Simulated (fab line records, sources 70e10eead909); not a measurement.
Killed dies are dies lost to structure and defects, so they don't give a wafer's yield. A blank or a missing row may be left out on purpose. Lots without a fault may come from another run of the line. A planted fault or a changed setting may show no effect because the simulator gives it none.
One fault seen from 3 desks | flow nand_harc | each desk has only its own numbers; what lay behind them comes last

THE METROLOGY DESK
What the gauges read, lot by lot, whatever tool the lot ran on: means of the sampled wafers that have a number. A lot is out of limits, marked OUT, if its mean lies more than 4 standard deviations from the usual mean; the brackets give that distance.
Columns: A = thk_nm at NHARC_A_ONON_D2_THK_MEAS_34, usual 200.0 nm
lot  | first seen here | A
L827 | day 13 14:14    | 198.5
L828 | day 13 20:47    | 201.6
L829 | day 14 13:38    | 201.2
L831 | day 14 13:41    | 200.5
L832 | day 16 12:39    | 203.8
L834 | day 16 14:05    | 197.9
L835 | day 16 18:08    | 198.0
L842 | day 19 18:08    | 200.2
L845 | day 20 21:46    | 201.5
L846 | day 21 14:16    | 202.1
L847 | day 21 14:16    | 198.0
L848 | day 22 10:28    | 205.0
L849 | day 22 20:01    | 197.9
This desk's finding: nothing out of limits on any of the 13 lots.

THE DEFECT DESK
What the inspections along the route counted, lot by lot: means of the sampled wafers that have a number. A lot is out of limits, marked OUT, if its mean lies more than 4 standard deviations from the usual mean; the brackets give that distance.
Columns: A = raw_defect_count at NHARC_A_CHANNEL_HOLE_D2_INSPECT_12, usual 35
lot  | first seen here | A
L827 | day 13 19:44    | 64
L828 | day 13 23:44    | 15
L829 | day 14 19:11    | 58
L831 | day 14 19:37    | 61
L832 | day 16 16:11    | 1310 (+53) OUT
L834 | day 16 17:54    | 1281 (+52) OUT
L835 | day 17 00:46    | 1262 (+51) OUT
L842 | day 19 21:03    | 12
L845 | day 21 05:20    | 20
L846 | day 21 17:10    | 16
L847 | day 21 17:19    | 22
L848 | day 22 13:20    | 22
L849 | day 23 00:49    | 3
This desk's finding: out of limits on L832, L834, L835; first on L832, day 16 16:11 (raw_defect_count at NHARC_A_CHANNEL_HOLE_D2_INSPECT_12). In limits: L827, L828, L829, L831, L842, L845, L846, L847, L848, L849.

THE TOOL OWNER'S DESK: acl_dep-02
The tool's own readings at NHARC_A_CHANNEL_HOLE_D2_DEP_00 (deposits aC, target thk 3100 nm): means of the sampled wafers that have a number, for each lot that ran on this tool. A lot is out of limits, marked OUT, if its mean lies more than 4 standard deviations from the usual mean; the brackets give that distance.
Columns: A = throttle_valve_pct at NHARC_A_CHANNEL_HOLE_D2_DEP_00, usual 35.000 %
lot  | first seen here | A
L828 | day 13 20:57    | 35.006
L831 | day 14 16:51    | 34.999
L832 | day 16 14:25    | 34.987
L834 | day 16 15:28    | 35.003
L835 | day 16 21:59    | 34.996
L847 | day 21 14:43    | 35.000
L848 | day 22 11:32    | 35.000
This desk's finding: nothing out of limits on any of the 7 lots.

PUT TOGETHER
The defect desk could have raised an alarm at day 16 16:11, on L832, L834, L835.
The metrology desk saw nothing out of limits.
The tool owner's desk saw nothing out of limits.
The metrology desk has L832, L834, L835 on record, within its limits.
The tool owner's desk has L832, L834, L835 on record, within its limits.
Of the lots named, all ran NHARC_A_CHANNEL_HOLE_D2_DEP_00 on acl_dep-02.

WHAT THE SIMULATOR HAD PUT IN
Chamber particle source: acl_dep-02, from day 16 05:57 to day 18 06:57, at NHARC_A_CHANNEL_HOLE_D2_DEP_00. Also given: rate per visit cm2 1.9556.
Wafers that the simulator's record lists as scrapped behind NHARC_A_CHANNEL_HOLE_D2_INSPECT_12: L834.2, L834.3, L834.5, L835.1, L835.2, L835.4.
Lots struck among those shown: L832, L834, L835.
Hours from the fault's start to each desk's first reading out of limits: the defect desk, 10.
